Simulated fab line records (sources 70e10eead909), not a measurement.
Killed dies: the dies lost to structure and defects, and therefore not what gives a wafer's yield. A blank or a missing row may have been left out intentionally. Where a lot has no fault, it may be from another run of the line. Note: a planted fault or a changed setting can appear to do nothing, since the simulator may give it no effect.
Matching of chambers || flow nand harc || 4 sister chambers for NHARC_P_CONTACT_ALD_22 on ald metal-02
The step deposits TiN, target thk 3 nm, pulse time 1 s, ald cycles 150. 14 wafers are shown with their chamber, then 7 later ones without.

WAFERS PAIRED WITH THEIR CHAMBERS
{"wafer": "L075.1", "chamber": 3, "heater power w (W)": 1097, "susceptor temp C (C)": 449.96, "precursor pulse height rel": 1.004}
{"wafer": "L075.2", "chamber": 0, "heater power w (W)": 1093, "susceptor temp C (C)": 449.67, "precursor pulse height rel": 1.038}
{"wafer": "L075.5", "chamber": 2, "heater power w (W)": 1025, "susceptor temp C (C)": 449.63, "precursor pulse height rel": 0.992}
{"wafer": "L081.2", "chamber": 2, "heater power w (W)": 1060, "susceptor temp C (C)": 449.77, "precursor pulse height rel": 0.995}
{"wafer": "L081.4", "chamber": 3, "heater power w (W)": 1050, "susceptor temp C (C)": 449.95, "precursor pulse height rel": 0.999}
{"wafer": "L081.5", "chamber": 2, "heater power w (W)": 1098, "susceptor temp C (C)": 449.81, "precursor pulse height rel": 1.020}
{"wafer": "L083.2", "chamber": 0, "heater power w (W)": 1103, "susceptor temp C (C)": 449.81, "precursor pulse height rel": 1.004}
{"wafer": "L083.3", "chamber": 2, "heater power w (W)": 1063, "susceptor temp C (C)": 450.22, "precursor pulse height rel": 1.015}
{"wafer": "L083.5", "chamber": 2, "heater power w (W)": 1088, "susceptor temp C (C)": 450.37, "precursor pulse height rel": 0.996}
{"wafer": "L084.1", "chamber": 1, "heater power w (W)": 1049, "susceptor temp C (C)": 449.86, "precursor pulse height rel": 0.997}
{"wafer": "L084.2", "chamber": 3, "heater power w (W)": 1077, "susceptor temp C (C)": 449.60, "precursor pulse height rel": 0.953}
{"wafer": "L084.3", "chamber": 0, "heater power w (W)": 1108, "susceptor temp C (C)": 449.48, "precursor pulse height rel": 0.964}
{"wafer": "L087.1", "chamber": 3, "heater power w (W)": 1048, "susceptor temp C (C)": 450.28, "precursor pulse height rel": 1.020}
{"wafer": "L087.2", "chamber": 0, "heater power w (W)": 1107, "susceptor temp C (C)": 449.67, "precursor pulse height rel": 1.007}

SIGNATURES (means of the wafers above)
{"reading": "heater power w", "chamber 0": 1102.75, "chamber 1": 1049.00, "chamber 2": 1066.80, "chamber 3": 1068.00, "scatter within a chamber": 22.4}
{"reading": "susceptor temp C", "chamber 0": 449.6575, "chamber 1": 449.8600, "chamber 2": 449.9600, "chamber 3": 449.9475, "scatter within a chamber": 0.263}
{"reading": "precursor pulse height rel", "chamber 0": 1.00325, "chamber 1": 0.99700, "chamber 2": 1.00360, "chamber 3": 0.99400, "scatter within a chamber": 0.0243}
Rule: a wafer lies at a distance from a chamber equal to the root of the sum of squares, over the readings, of (its reading less the chamber's mean, divided by the reading's scatter). The wafer belongs to the nearest chamber; if the next one is less than 2 further off, it can't be placed. The scatter: the root of (the sum of the squares of (reading less its chamber's mean) over the shown wafers, divided by (wafers less chambers)).

WAFERS WITH NO CHAMBER GIVEN
{"wafer": "L087.6", "heater power w (W)": 1118, "susceptor temp C (C)": 450.40, "precursor pulse height rel": 1.007}
{"wafer": "L093.3", "heater power w (W)": 1073, "susceptor temp C (C)": 449.67, "precursor pulse height rel": 1.009}
{"wafer": "L093.5", "heater power w (W)": 1036, "susceptor temp C (C)": 449.92, "precursor pulse height rel": 0.998}
{"wafer": "L093.6", "heater power w (W)": 1103, "susceptor temp C (C)": 449.65, "precursor pulse height rel": 0.995}
{"wafer": "L097.1", "heater power w (W)": 1032, "susceptor temp C (C)": 449.88, "precursor pulse height rel": 1.032}
{"wafer": "L097.3", "heater power w (W)": 1121, "susceptor temp C (C)": 449.79, "precursor pulse height rel": 0.989}
{"wafer": "L097.4", "heater power w (W)": 1110, "susceptor temp C (C)": 449.61, "precursor pulse height rel": 1.006}

WHICH CHAMBER EACH ONE RAN IN
{"wafer": "L087.6", "from the rows above": "can't be placed: 2 or 3 or 0 or 1", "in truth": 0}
{"wafer": "L093.3", "from the rows above": "can't be placed: 2 or 3 or 0 or 1", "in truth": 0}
{"wafer": "L093.5", "from the rows above": "can't be placed: 1 or 2 or 3", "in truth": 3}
{"wafer": "L093.6", "from the rows above": "can't be placed: 0 or 3 or 2", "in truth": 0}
{"wafer": "L097.1", "from the rows above": "can't be placed: 1 or 2 or 3 or 0", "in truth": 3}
{"wafer": "L097.3", "from the rows above": "can't be placed: 0 or 3 or 2", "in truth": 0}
{"wafer": "L097.4", "from the rows above": "can't be placed: 0 or 3 or 2", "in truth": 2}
Placed correctly: 0 of 7. These rows do not allow placing 7 (true chamber among the candidates in 7). 0 placed wrongly.
